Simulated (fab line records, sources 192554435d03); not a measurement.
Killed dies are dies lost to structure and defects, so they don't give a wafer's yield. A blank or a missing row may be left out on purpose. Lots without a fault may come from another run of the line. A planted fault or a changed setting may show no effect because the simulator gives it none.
Which tool did it? | flow n5_finfet | 11 lots, 33 wafers sampled, at 5 steps of a route of 1938

WHAT THE GAUGES READ, wafer by wafer
N5_BEOL_M4_RC_MEAS_101.
lot  | measured     | on        | DIBL_N (mV/V)
L535 | day 8 04:59  | prober-02 | 36.6 37.2 34.5
L536 | day 8 07:29  | prober-01 | 35.8 33.8 35.6
L540 | day 9 08:32  | prober-01 | 37.3 36.5 34.3
L541 | day 10 01:50 | prober-02 | 36.2 35.3 37.4
L543 | day 10 04:14 | prober-01 | 37.7 35.6 35.2
L544 | day 10 08:41 | prober-02 | 37.7 37.3 37.0
L548 | day 11 13:42 | prober-02 | 37.5 39.5 37.5
L550 | day 12 06:14 | prober-02 | 35.3 41.1 36.6
L552 | day 12 09:08 | prober-02 | 34.6 35.1 36.8
L555 | day 13 17:14 | prober-02 | 40.5 37.6 38.3
L558 | day 15 03:51 | prober-02 | 38.7 36.5 34.7

WHICH TOOL RAN EACH LOT (tool, then ch and the chambers of the sampled wafers, then the start)
lot  | N5_BEOL_M2_SURFACE_TREAT_85  | N5_BEOL_M2_ANNEAL_49         | N5_BEOL_M2_ANNEAL_89         | N5_BEOL_M2_SPUTTER_90
L535 | pvd_sputter-03, day 6 20:39  | pvd_sputter-01, day 6 21:51  | pvd_sputter-01, day 6 22:44  | pvd_sputter-01, day 6 22:52
L536 | pvd_sputter-03, day 7 03:02  | pvd_sputter-03, day 7 03:34  | pvd_sputter-03, day 7 04:27  | pvd_sputter-03, day 7 04:35
L540 | pvd_sputter-03, day 8 01:40  | pvd_sputter-03, day 8 03:43  | pvd_sputter-03, day 8 04:36  | pvd_sputter-03, day 8 04:44
L541 | pvd_sputter-02, day 8 19:29  | pvd_sputter-02, day 8 19:47  | pvd_sputter-02, day 8 20:40  | pvd_sputter-02, day 8 20:48
L543 | pvd_sputter-02, day 9 00:10  | pvd_sputter-02, day 9 00:28  | pvd_sputter-02, day 9 01:20  | pvd_sputter-02, day 9 01:29
L544 | pvd_sputter-02, day 9 05:22  | pvd_sputter-03, day 9 07:26  | pvd_sputter-03, day 9 08:19  | pvd_sputter-03, day 9 08:28
L548 | pvd_sputter-01, day 10 13:25 | pvd_sputter-02, day 10 13:45 | pvd_sputter-02, day 10 14:38 | pvd_sputter-02, day 10 14:46
L550 | pvd_sputter-02, day 10 18:46 | pvd_sputter-03, day 10 20:49 | pvd_sputter-03, day 10 21:42 | pvd_sputter-03, day 10 21:50
L552 | pvd_sputter-01, day 11 09:14 | pvd_sputter-01, day 11 09:33 | pvd_sputter-01, day 11 10:26 | pvd_sputter-01, day 11 10:34
L555 | pvd_sputter-03, day 12 05:52 | pvd_sputter-02, day 12 07:53 | pvd_sputter-02, day 12 08:46 | pvd_sputter-02, day 12 08:55
L558 | pvd_sputter-01, day 13 10:37 | pvd_sputter-01, day 13 11:00 | pvd_sputter-01, day 13 11:53 | pvd_sputter-01, day 13 12:01
- N5_BEOL_M2_SURFACE_TREAT_85
- N5_BEOL_M2_ANNEAL_49: time 240 s.
- N5_BEOL_M2_ANNEAL_89: time 240 s.
- N5_BEOL_M2_SPUTTER_90: material Cu, target thk 4.5 nm, time 8.29 s.

THE ANSWER, worked out from the rows above alone
Rule: what is usual is taken from the lots themselves. Put in order of their means at a reading, lots are off if they are a third of the lots or fewer, leave a main group of 4 or more, and stand apart from it by a gap of 3 or more times the standard deviation of the main group's means; of several such gaps the widest counts. A main group whose means are all the same, to the digits that the tables above print for the reading, isn't used. A lot without any number at a reading at which 4 lots or more have one is off too. The other lots that the step has rows for count as sound.
No lot is off at any reading shown: from this, nothing can be told.

WHAT THE SIMULATOR HAD PUT IN
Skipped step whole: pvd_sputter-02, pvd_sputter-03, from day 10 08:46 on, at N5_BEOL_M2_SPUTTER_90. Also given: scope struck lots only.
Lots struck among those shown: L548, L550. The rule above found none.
